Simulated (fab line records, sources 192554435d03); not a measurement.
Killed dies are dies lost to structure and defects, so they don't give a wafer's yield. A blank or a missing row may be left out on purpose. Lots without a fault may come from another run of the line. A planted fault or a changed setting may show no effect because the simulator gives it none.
Which tool did it? | flow n5_finfet | 24 lots, 72 wafers sampled, at 6 steps of a route of 1938

WHAT THE GAUGES READ, wafer by wafer
N5_BEOL_M11_CD_MEAS_18: pitch 140 nm, target cd 70 nm. Usual: cd_nm 70.0 nm, standard deviation 0.8.
lot  | measured     | on        | cd_nm (nm)     | flag
L074 | day 10 06:42 | cd_sem-02 | 70.8 70.4 70.1 |
L075 | day 10 14:46 | cd_sem-03 | 70.8 70.0 70.8 |
L076 | day 11 06:28 | cd_sem-02 | 70.0 70.9 70.6 |
L080 | day 11 22:10 | cd_sem-02 | 69.6 69.8 69.7 |
L077 | day 12 02:34 | cd_sem-02 | 69.7 69.3 69.6 |
L078 | day 12 02:51 | cd_sem-01 | 69.8 70.5 70.7 |
L079 | day 12 02:52 | cd_sem-03 | 69.8 69.4 69.5 |
L083 | day 12 08:02 | cd_sem-02 | 71.1 69.9 71.4 |
L082 | day 12 08:18 | cd_sem-02 | 71.1 71.3 70.5 |
L081 | day 12 16:59 | cd_sem-02 | 71.0 70.9 69.4 |
L084 | day 13 11:05 | cd_sem-02 | 70.7 71.4 70.3 |
L085 | day 13 18:41 | cd_sem-01 | 70.1 70.0 69.8 |
L086 | day 13 23:03 | cd_sem-01 | 71.7 69.4 71.2 |
L088 | day 14 02:50 | cd_sem-02 | 70.1 70.5 70.2 |
L087 | day 14 07:07 | cd_sem-01 | 71.4 70.9 70.6 |
L089 | day 14 20:15 | cd_sem-02 | 71.2 71.1 70.3 |
L090 | day 15 03:50 | cd_sem-03 | 71.3 70.8 69.8 |
L091 | day 15 04:26 | cd_sem-03 | 69.5 69.1 69.1 |
L092 | day 15 04:59 | cd_sem-02 | 68.8 70.4 70.2 |
L093 | day 15 10:48 | cd_sem-02 | 69.3 68.9 68.9 |
L094 | day 16 04:13 | cd_sem-02 | 68.8 68.7 68.7 |
L095 | day 16 04:31 | cd_sem-03 | 71.1 69.7 69.9 |
L096 | day 16 15:41 | cd_sem-03 | 69.3 70.3 69.9 |
L097 | day 16 19:35 | cd_sem-01 | 68.2 69.7 69.5 |

N5_BEOL_M12_CD_MEAS_10: target cd 140 nm. Usual: cd_nm 140.7 nm, standard deviation 2.
lot  | measured     | on        | cd_nm (nm)        | flag
L074 | day 10 14:24 | cd_sem-02 | 139.0 142.6 144.2 |
L075 | day 10 21:50 | cd_sem-02 | 138.6 139.6 139.5 |
L076 | day 11 10:40 | cd_sem-01 | 144.0 142.1 143.3 |
L080 | day 12 04:08 | cd_sem-01 | 141.0 142.5 144.2 |
L077 | day 12 10:16 | cd_sem-02 | 141.5 142.8 142.7 |
L078 | day 12 09:59 | cd_sem-01 | 142.6 142.9 141.6 |
L079 | day 12 09:37 | cd_sem-02 | 140.6 139.4 140.5 |
L083 | day 12 14:01 | cd_sem-01 | 140.8 142.7 143.3 |
L082 | day 12 14:14 | cd_sem-02 | 138.0 137.3 137.7 |
L081 | day 12 21:13 | cd_sem-01 | 141.5 138.4 136.4 |
L084 | day 13 15:25 | cd_sem-01 | 142.0 143.6 140.2 |
L085 | day 14 00:15 | cd_sem-02 | 138.0 137.6 141.1 |
L086 | day 14 04:39 | cd_sem-02 | 141.4 141.0 141.7 |
L088 | day 14 09:13 | cd_sem-01 | 140.7 140.8 140.3 |
L087 | day 14 16:41 | cd_sem-02 | 139.7 142.4 143.4 |
L089 | day 15 02:23 | cd_sem-03 | 142.3 140.4 139.9 |
L090 | day 15 11:11 | cd_sem-01 | 138.2 138.1 139.8 |
L091 | day 15 11:00 | cd_sem-02 | 139.9 138.9 138.1 |
L092 | day 15 11:43 | cd_sem-03 | 143.0 142.0 143.6 |
L093 | day 15 16:19 | cd_sem-01 | 140.5 138.8 139.0 |
L094 | day 16 09:19 | cd_sem-01 | 139.8 141.0 139.0 |
L095 | day 16 10:29 | cd_sem-03 | 139.9 139.5 140.5 |
L096 | day 16 21:52 | cd_sem-01 | 138.1 138.5 139.1 |
L097 | day 17 00:38 | cd_sem-03 | 134.8 138.7 137.4 |

WHICH TOOL RAN EACH LOT (tool, then ch and the chambers of the sampled wafers, then the start)
lot  | N5_BEOL_M11_CURE_71           | N5_BEOL_M11_DESCUM_33              | N5_BEOL_M11_ETCH_41                           | N5_BEOL_M11_ALD_74
L074 | uv_cure-01 ch 1, day 10 02:45 | rie_diel-01 ch 0,2,3, day 10 09:22 | rie_diel-01 ch 0,2,3, day 10 10:36 or earlier | ald_metal-02 ch 0,2, day 10 10:36
L075 | uv_cure-01 ch 0, day 10 11:50 | rie_diel-01 ch 1,2, day 10 18:16   | rie_diel-01 ch 1,2, day 10 19:29 or earlier   | ald_metal-01 ch 0,2,3, day 10 19:29
L076 | uv_cure-01 ch 1, day 11 04:17 | rie_diel-01 ch 1,3, day 11 07:01   | rie_diel-01 ch 1,3, day 11 08:35 or earlier   | ald_metal-02 ch 1,2,3, day 11 08:35
L080 | uv_cure-01 ch 2, day 11 18:27 | rie_diel-05 ch 0,3, day 12 00:38   | rie_diel-05 ch 0,3, day 12 02:06 or earlier   | ald_metal-02 ch 0,1,3, day 12 02:06
L077 | uv_cure-02 ch 2, day 11 23:19 | rie_diel-05 ch 1,2,3, day 12 06:23 | rie_diel-05 ch 1,2,3, day 12 07:40 or earlier | ald_metal-02 ch 1,2,3, day 12 07:40
L078 | uv_cure-02 ch 2, day 12 00:04 | rie_diel-01 ch 1,3, day 12 05:25   | rie_diel-01 ch 1,3, day 12 07:36 or earlier   | ald_metal-01 ch 0,1, day 12 07:36
L079 | uv_cure-03 ch 0, day 12 00:06 | rie_diel-01 ch 1,2,3, day 12 06:13 | rie_diel-01 ch 1,2,3, day 12 07:30 or earlier | ald_metal-03 ch 0,1,3, day 12 07:30
L083 | uv_cure-01 ch 0, day 12 04:05 | rie_diel-01 ch 0,1, day 12 08:45   | rie_diel-01 ch 0,1, day 12 10:11 or earlier   | ald_metal-03 ch 0,1,3, day 12 10:11
L082 | uv_cure-03 ch 2, day 12 06:02 | rie_diel-06 ch 2,3, day 12 09:01   | rie_diel-06 ch 2,3, day 12 10:19 or earlier   | ald_metal-01 ch 0,1,2, day 12 10:19
L081 | uv_cure-02 ch 0, day 12 13:26 | rie_diel-01 ch 2,3, day 12 17:31   | rie_diel-01 ch 2,3, day 12 19:02 or earlier   | ald_metal-03 ch 1,2,3, day 12 19:02
L084 | uv_cure-03 ch 1, day 13 07:01 | rie_diel-06 ch 1,2,3, day 13 11:33 | rie_diel-06 ch 1,2,3, day 13 12:52 or earlier | ald_metal-03 ch 0,1,3, day 13 12:52
L085 | uv_cure-03 ch 0, day 13 14:20 | rie_diel-05 ch 0,3, day 13 20:38   | rie_diel-05 ch 0,3, day 13 22:08 or earlier   | ald_metal-01 ch 0,2,3, day 13 22:08
L086 | uv_cure-02 ch 2, day 13 20:28 | rie_diel-06 ch 1,2,3, day 14 01:06 | rie_diel-06 ch 1,2,3, day 14 02:16 or earlier | ald_metal-01 ch 0,2, day 14 02:16
L088 | uv_cure-01 ch 1, day 13 23:55 | rie_diel-06 ch 0,1,2, day 14 05:47 | rie_diel-06 ch 0,1,2, day 14 06:56 or earlier | ald_metal-01 ch 0,2,3, day 14 06:56
L087 | uv_cure-01 ch 0, day 14 03:40 | rie_diel-01 ch 0,2, day 14 10:39   | rie_diel-01 ch 0,2, day 14 12:10 or earlier   | ald_metal-03 ch 0,1,3, day 14 12:10
L089 | uv_cure-01 ch 1, day 14 17:51 | rie_diel-05 ch 1,2, day 14 22:52   | rie_diel-05 ch 1,2, day 15 00:25 or earlier   | ald_metal-02 ch 0,2,3, day 15 00:25
L090 | uv_cure-02 ch 2, day 14 22:46 | rie_diel-06 ch 1,2,3, day 15 06:04 | rie_diel-06 ch 1,2,3, day 15 07:35 or earlier | ald_metal-03 ch 0,2, day 15 07:35
L091 | uv_cure-01 ch 2, day 14 23:43 | rie_diel-05 ch 0,1,2, day 15 05:39 | rie_diel-05 ch 0,1,2, day 15 07:30 or earlier | ald_metal-02 ch 0,2, day 15 07:30
L092 | uv_cure-03 ch 1, day 15 01:08 | rie_diel-01 ch 1,2,3, day 15 06:20 | rie_diel-01 ch 1,2,3, day 15 09:25 or earlier | ald_metal-03 ch 0,1,2, day 15 09:25
L093 | uv_cure-02 ch 2, day 15 07:51 | rie_diel-01 ch 1,3, day 15 12:23   | rie_diel-01 ch 1,3, day 15 13:43 or earlier   | ald_metal-03 ch 2,3, day 15 13:43
L094 | uv_cure-03 ch 1, day 16 00:20 | rie_diel-06 ch 0,1,2, day 16 04:49 | rie_diel-06 ch 0,1,2, day 16 06:48 or earlier | ald_metal-03 ch 0,1,2, day 16 06:48
L095 | uv_cure-03 ch 2, day 16 01:29 | rie_diel-06 ch 0,2,3, day 16 06:13 | rie_diel-06 ch 0,2,3, day 16 07:49 or earlier | ald_metal-03 ch 0,1,3, day 16 07:49
L096 | uv_cure-01 ch 0, day 16 13:13 | rie_diel-01 ch 0,1, day 16 17:56   | rie_diel-01 ch 0,1, day 16 19:06 or earlier   | ald_metal-03 ch 1,3, day 16 19:06
L097 | uv_cure-03 ch 1, day 16 16:08 | rie_diel-01 ch 0,1,2, day 16 20:19 | rie_diel-01 ch 0,1,2, day 16 22:07 or earlier | ald_metal-02 ch 0,2, day 16 22:07
- N5_BEOL_M11_CURE_71: cures SiCOH lowk, time 240 s.
- N5_BEOL_M11_DESCUM_33: chemistry O2, time 7.9 s.
- N5_BEOL_M11_ETCH_41: etches SiCN in CH3F/O2, target depth 42.6 nm, time 86 s.
- N5_BEOL_M11_ALD_74: deposits TaN, target thk 2 nm, pulse time 2 s, purge time 3 s.

WHAT THE TOOLS THEMSELVES READ (means of the sampled wafers that have a number; where no wafer has one, the mark that the record gives instead)
N5_BEOL_M11_CURE_71. Usual: lamp_power_pct 52.31 %, standard deviation 0.06; wafer_temp_C_max 387.1, standard deviation 0.74.
lot  | tool       | lamp_power_pct (%) | wafer_temp_C_max | flag
L074 | uv_cure-01 | 52.29              | 387.9            |
L075 | uv_cure-01 | 52.31              | 387.6            |
L076 | uv_cure-01 | 52.31              | 388.6            |
L080 | uv_cure-01 | 52.31              | 386.3            |
L077 | uv_cure-02 | 52.26              | 386.6            |
L078 | uv_cure-02 | 52.37              | 387.0            |
L079 | uv_cure-03 | 52.28              | 386.8            |
L083 | uv_cure-01 | 52.31              | 387.4            |
L082 | uv_cure-03 | 52.31              | 386.7            |
L081 | uv_cure-02 | 52.35              | 386.7            |
L084 | uv_cure-03 | 52.35              | 386.6            |
L085 | uv_cure-03 | 52.29              | 386.5            |
L086 | uv_cure-02 | 52.28              | 387.1            |
L088 | uv_cure-01 | 52.28              | 387.9            |
L087 | uv_cure-01 | 52.29              | 387.8            |
L089 | uv_cure-01 | 52.34              | 387.8            |
L090 | uv_cure-02 | 52.31              | 386.8            |
L091 | uv_cure-01 | 52.34              | 386.0            |
L092 | uv_cure-03 | 52.35              | 386.8            |
L093 | uv_cure-02 | 52.32              | 387.4            |
L094 | uv_cure-03 | 52.31              | 386.4            |
L095 | uv_cure-03 | 52.38              | 386.7            |
L096 | uv_cure-01 | 52.29              | 387.7            |
L097 | uv_cure-03 | 52.35              | 386.5            |

N5_BEOL_M11_DESCUM_33. Usual: drypump_motor_current_A 5.9 A, standard deviation 0.42; oes_product_au 0.76 a.u., standard deviation 0.081; rf_fwd_power_W 49.29 W, standard deviation 0.23; rf_vpp_V 243.5 V, standard deviation 1.3; showerhead_plenum_p_Torr 2.12 Torr, standard deviation 0.083; throttle_valve_pct 20.41 %, standard deviation 0.21.
lot  | tool        | drypump_motor_current_A (A) | oes_product_au (a.u.) | rf_fwd_power_W (W) | rf_vpp_V (V) | showerhead_plenum_p_Torr (Torr) | throttle_valve_pct (%) | flag
L074 | rie_diel-01 | 5.9                         | 0.75                  | 49.31              | 243.9        | 2.12                            | 20.38                  |
L075 | rie_diel-01 | 6.3                         | 0.76                  | 49.28              | 243.3        | 2.12                            | 20.16                  |
L076 | rie_diel-01 | 5.9                         | 0.73                  | 49.30              | 244.3        | 2.16                            | 20.30                  |
L080 | rie_diel-05 | 5.6                         | 0.72                  | 49.15              | 243.0        | 2.05                            | 20.66                  |
L077 | rie_diel-05 | 5.8                         | 0.78                  | 49.03              | 243.5        | 2.09                            | 20.35                  |
L078 | rie_diel-01 | 5.9                         | 0.72                  | 49.22              | 245.2        | 2.16                            | 20.30                  |
L079 | rie_diel-01 | 6.1                         | 0.72                  | 49.44              | 243.1        | 2.11                            | 20.25                  |
L083 | rie_diel-01 | 6.0                         | 0.77                  | 49.49              | 244.2        | 2.20                            | 20.29                  |
L082 | rie_diel-06 | 6.3                         | 0.72                  | 49.33              | 243.7        | 2.09                            | 20.49                  |
L081 | rie_diel-01 | 5.9                         | 0.70                  | 49.37              | 243.6        | 2.09                            | 20.35                  |
L084 | rie_diel-06 | 6.1                         | 0.75                  | 49.54              | 243.2        | 2.10                            | 20.46                  |
L085 | rie_diel-05 | 5.7                         | 0.71                  | 48.96              | 243.1        | 2.10                            | 20.66                  |
L086 | rie_diel-06 | 6.2                         | 0.75                  | 49.49              | 242.9        | 2.10                            | 20.46                  |
L088 | rie_diel-06 | 5.7                         | 0.81                  | 49.24              | 243.8        | 2.14                            | 20.53                  |
L087 | rie_diel-01 | 5.7                         | 0.75                  | 49.22              | 242.9        | 2.13                            | 20.51                  |
L089 | rie_diel-05 | 5.8                         | 0.92                  | 49.09              | 243.6        | 2.17                            | 20.19                  |
L090 | rie_diel-06 | 6.1                         | 0.75                  | 49.33              | 242.8        | 2.10                            | 20.47                  |
L091 | rie_diel-05 | 5.7                         | 0.86                  | 49.21              | 243.2        | 2.12                            | 20.28                  |
L092 | rie_diel-01 | 6.1                         | 0.71                  | 49.39              | 243.2        | 2.10                            | 20.29                  |
L093 | rie_diel-01 | 5.9                         | 0.71                  | 49.39              | 243.4        | 2.15                            | 20.34                  |
L094 | rie_diel-06 | 5.7                         | 0.79                  | 49.10              | 243.5        | 2.14                            | 20.55                  |
L095 | rie_diel-06 | 5.9                         | 0.77                  | 49.33              | 244.2        | 2.14                            | 20.59                  |
L096 | rie_diel-01 | 5.8                         | 0.75                  | 49.37              | 244.4        | 2.18                            | 20.49                  |
L097 | rie_diel-01 | 6.0                         | 0.72                  | 49.35              | 242.9        | 2.11                            | 20.37                  |

N5_BEOL_M11_ETCH_41. Usual: CH3F_flow_sccm 30.00 sccm, standard deviation 0.084; drypump_motor_current_A 5.9 A, standard deviation 0.42; oes_product_au 0.76 a.u., standard deviation 0.079; rf_fwd_power_W 392.0 W, standard deviation 1.4; rf_vpp_V 297.8 V, standard deviation 1.7; showerhead_plenum_p_Torr 2.03 Torr, standard deviation 0.076; throttle_valve_pct 16.32 %, standard deviation 0.18.
lot  | tool        | CH3F_flow_sccm (sccm) | drypump_motor_current_A (A) | oes_product_au (a.u.) | rf_fwd_power_W (W) | rf_vpp_V (V) | showerhead_plenum_p_Torr (Torr) | throttle_valve_pct (%) | flag
L074 | rie_diel-01 | 30.00                 | 5.9                         | 0.74                  | 391.1              | 298.2        | 2.03                            | 16.31                  |
L075 | rie_diel-01 | 29.97                 | 6.3                         | 0.76                  | 392.4              | 297.6        | 2.03                            | 16.09                  |
L076 | rie_diel-01 | 30.03                 | 5.9                         | 0.73                  | 393.1              | 299.2        | 2.07                            | 16.23                  |
L080 | rie_diel-05 | 30.09                 | 5.6                         | 0.72                  | 392.9              | 296.7        | 1.97                            | 16.56                  |
L077 | rie_diel-05 | 29.96                 | 5.8                         | 0.78                  | 391.8              | 297.0        | 2.00                            | 16.29                  |
L078 | rie_diel-01 | 30.06                 | 6.0                         | 0.72                  | 391.9              | 298.4        | 2.07                            | 16.25                  |
L079 | rie_diel-01 | 30.02                 | 6.1                         | 0.73                  | 393.0              | 298.5        | 2.01                            | 16.21                  |
L083 | rie_diel-01 | 30.05                 | 6.0                         | 0.78                  | 393.2              | 298.5        | 2.09                            | 16.17                  |
L082 | rie_diel-06 | 29.94                 | 6.4                         | 0.71                  | 392.5              | 295.9        | 1.99                            | 16.33                  |
L081 | rie_diel-01 | 30.07                 | 5.9                         | 0.70                  | 392.2              | 298.1        | 2.01                            | 16.32                  |
L084 | rie_diel-06 | 29.91                 | 6.2                         | 0.74                  | 393.2              | 297.5        | 2.01                            | 16.36                  |
L085 | rie_diel-05 | 30.01                 | 5.7                         | 0.69                  | 390.6              | 297.3        | 2.01                            | 16.60                  |
L086 | rie_diel-06 | 29.95                 | 6.2                         | 0.74                  | 392.2              | 297.1        | 2.01                            | 16.36                  |
L088 | rie_diel-06 | 30.00                 | 5.7                         | 0.79                  | 391.5              | 297.3        | 2.05                            | 16.40                  |
L087 | rie_diel-01 | 29.99                 | 5.8                         | 0.75                  | 392.4              | 297.9        | 2.03                            | 16.41                  |
L089 | rie_diel-05 | 30.02                 | 5.8                         | 0.91                  | 392.4              | 298.2        | 2.07                            | 16.00                  |
L090 | rie_diel-06 | 30.04                 | 6.2                         | 0.74                  | 392.1              | 297.2        | 2.01                            | 16.37                  |
L091 | rie_diel-05 | 30.01                 | 5.7                         | 0.84                  | 391.8              | 297.2        | 2.02                            | 16.16                  |
L092 | rie_diel-01 | 29.96                 | 6.2                         | 0.71                  | 392.0              | 297.3        | 2.00                            | 16.25                  |
L093 | rie_diel-01 | 30.01                 | 5.9                         | 0.70                  | 391.5              | 298.3        | 2.06                            | 16.29                  |
L094 | rie_diel-06 | 29.97                 | 5.7                         | 0.78                  | 392.8              | 298.5        | 2.04                            | 16.42                  |
L095 | rie_diel-06 | 30.05                 | 5.9                         | 0.77                  | 390.5              | 297.9        | 2.04                            | 16.42                  |
L096 | rie_diel-01 | 30.10                 | 5.8                         | 0.75                  | 392.4              | 298.9        | 2.09                            | 16.36                  |
L097 | rie_diel-01 | 30.01                 | 6.1                         | 0.73                  | 391.8              | 297.6        | 2.02                            | 16.31                  |

N5_BEOL_M11_ALD_74. Usual: heater_power_w 399 W, standard deviation 41; precursor_vessel_temp_c 74.99 C, standard deviation 0.12.
lot  | tool         | heater_power_w (W) | precursor_vessel_temp_c (C) | flag
L074 | ald_metal-02 | 403                | 74.85                       |
L075 | ald_metal-01 | 383                | 75.02                       |
L076 | ald_metal-02 | 406                | 75.00                       |
L080 | ald_metal-02 | 394                | 75.01                       |
L077 | ald_metal-02 | 401                | 75.10                       |
L078 | ald_metal-01 | 417                | 74.92                       |
L079 | ald_metal-03 | 380                | 75.01                       |
L083 | ald_metal-03 | 376                | 75.01                       |
L082 | ald_metal-01 | 412                | 75.03                       |
L081 | ald_metal-03 | 407                | 75.02                       |
L084 | ald_metal-03 | 379                | 74.96                       |
L085 | ald_metal-01 | 386                | 74.92                       |
L086 | ald_metal-01 | 398                | 74.92                       |
L088 | ald_metal-01 | 383                | 75.03                       |
L087 | ald_metal-03 | 375                | 75.08                       |
L089 | ald_metal-02 | 400                | 75.03                       |
L090 | ald_metal-03 | 443                | 75.02                       |
L091 | ald_metal-02 | 401                | 75.02                       |
L092 | ald_metal-03 | 422                | 75.04                       |
L093 | ald_metal-03 | 425                | 75.01                       |
L094 | ald_metal-03 | 430                | 74.83                       |
L095 | ald_metal-03 | 376                | 75.06                       |
L096 | ald_metal-03 | 357                | 74.91                       |
L097 | ald_metal-02 | 391                | 74.92                       |

THE ANSWER, worked out from the rows above alone
Rule: a lot is off if the mean of its wafers that have a number lies more than 3 standard deviations from the usual mean. A lot without any number at a reading at which 4 lots or more have one is off too. The other lots that the step has rows for count as sound. The gauges are gone through in route order, then the tools' own readings, and for those a lot's mean is taken as printed above. The first step at which some lot is off is used, and at that step the reading that is off furthest; a lot without a number counts as furthest.
No lot is off at any reading shown: from this, nothing can be told.

WHAT THE SIMULATOR HAD PUT IN
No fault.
